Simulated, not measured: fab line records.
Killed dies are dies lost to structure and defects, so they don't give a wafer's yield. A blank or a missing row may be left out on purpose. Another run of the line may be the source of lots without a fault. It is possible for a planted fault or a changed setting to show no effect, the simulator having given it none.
Split-lot study ; flow n5Finfet ; 7 lots, 21 wafers read, on a route of 1938 steps

SPLIT DETAILS
At N5_SD_EPI_N_PEB_07 (peb time 60 s), the setting pebTempC was moved away from the recipe's 110 C on 7 of the 21 wafers read, by -0.8% to +3.1%. For the rest of the wafers, this setting stayed at what the recipe calls for.

FROM SPLIT TO READING: 1 step shown by the file between the two
- N5_SD_EPI_N_DEVELOP_08: develop time 30 s

THE READING
cdNm at N5_SD_EPI_N_CD_MEAS_09, given in nm (cd target 120 nm). Typical for fault-free wafers on this fab line: 120.0 nm, with standard deviation 0.63 nm.

wafer;tool, chamber at the split;pebTempC as run, C;against the recipe;cdNm, nm;against lot-mates on the recipe
L075.3;lithoTrack-02, 0;110;recipe;120.5;-
L075.5;lithoTrack-02, 0;110;recipe;119.9;-
L075.6;lithoTrack-02, 0;110;recipe;120.8;-
L080.1;lithoTrack-01, 0;113.4;+3.1%;127.8;+8.7
L080.2;lithoTrack-01, 0;110;recipe;119.1;-
L080.4;lithoTrack-01, 0;113.4;+3.1%;127.5;+8.4
L081.1;lithoTrack-01, 0;109.1;-0.8%;117.8;-2.0
L081.4;lithoTrack-01, 0;109.1;-0.8%;117.7;-2.1
L081.6;lithoTrack-01, 0;110;recipe;119.8;-
L087.1;lithoTrack-01, 0;110;recipe;120.4;-
L087.3;lithoTrack-01, 0;111.8;+1.6%;123.7;+3.3
L087.4;lithoTrack-01, 0;110;recipe;120.4;-
L089.2;lithoTrack-02, 0;110;recipe;119.8;-
L089.4;lithoTrack-02, 0;112.3;+2.1%;125.9;+6.1
L089.5;lithoTrack-02, 0;112.3;+2.1%;125.6;+5.8
L090.1;lithoTrack-02, 0;110;recipe;120.3;-
L090.2;lithoTrack-02, 0;110;recipe;120.4;-
L090.5;lithoTrack-02, 0;110;recipe;119.1;-
L094.1;lithoTrack-01, 0;110;recipe;120.2;-
L094.5;lithoTrack-01, 0;110;recipe;121.5;-
L094.6;lithoTrack-01, 0;110;recipe;121.0;-

FIT RESULTS
A straight line over all 21 wafers: cdNm changes by +2.49 nm for each +1% of pebTempC; r = +0.98; the points scatter about the line by 0.6 nm.
The same after taking each lot's own level away (the mean of its wafers on the recipe; 21 wafers): +2.71 nm for each +1%; r = +0.99; scatter 0.46 nm.
On that fit, the largest move of pebTempC shifts the reading by 8.4 nm.
Measured against the standard deviation above, the lots' own levels, which go from 119.10 to 120.90 nm, span 2.9 times it.
Consequently the slope shifts little with the lot-to-lot level, the two slopes agreeing.
Check: with one of the wafers moved furthest among these (+3.1%) left out of the fit, the line predicts +8.26 nm for it against its lot-mates. It came out at +8.7 nm against them.

THE OTHER SPLITS THESE WAFERS WENT THROUGH
Note: prior to the reading, these wafers also went through further splits. Each is held against what the fit with the lots' levels taken away leaves over:
other split on the same wafers;wafers away from the commonest value;r with cdNm (lot level and that fit taken away)
N5_ZERO_LAYER_PECVD_02 timeS;7;-0.10
N5_ZERO_LAYER_COAT_05 spinRpm;9;-0.20
N5_FIN_SAQP_PECVD_06 timeS;8;-0.07
N5_DUMMY_GATE_COAT_28 spinRpm;4;-0.37
N5_SPACER0_ALD_00 aldCycles;7;-0.03

THE WHOLE CHAIN: every reading that the file lists as answering this split, in the file's order
step;what it does;reading;change (the file's fit);r (the file's)
N5_SD_EPI_N_CD_MEAS_09;target cd 120 nm;cdNm;+2.67 nm for each +1% of the setting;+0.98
N5_SD_EPI_N_DESCUM_14;chemistry O2, time 7.9 s;SD_EPI_N.cdNm (the simulator's own value, which no gauge read);+2.67 nm for each +1% of the setting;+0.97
N5_SD_EPI_N_ETCH_34;etches SiARC in CF4, target depth 45.5 nm, time 75.8 s;SD_EPI_N.cdNm (the simulator's own value, which no gauge read);+2.52 nm for each +1% of the setting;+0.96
N5_SD_EPI_N_ETCH_35;etches SOC in N2/H2, overetch 108 nm, time 486 s;SD_EPI_N.cdNm (the simulator's own value, which no gauge read);+2.42 nm for each +1% of the setting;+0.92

THE FILE'S OWN FIT
cdNm changes by +2.67 nm for each +1% of pebTempC, r = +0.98.
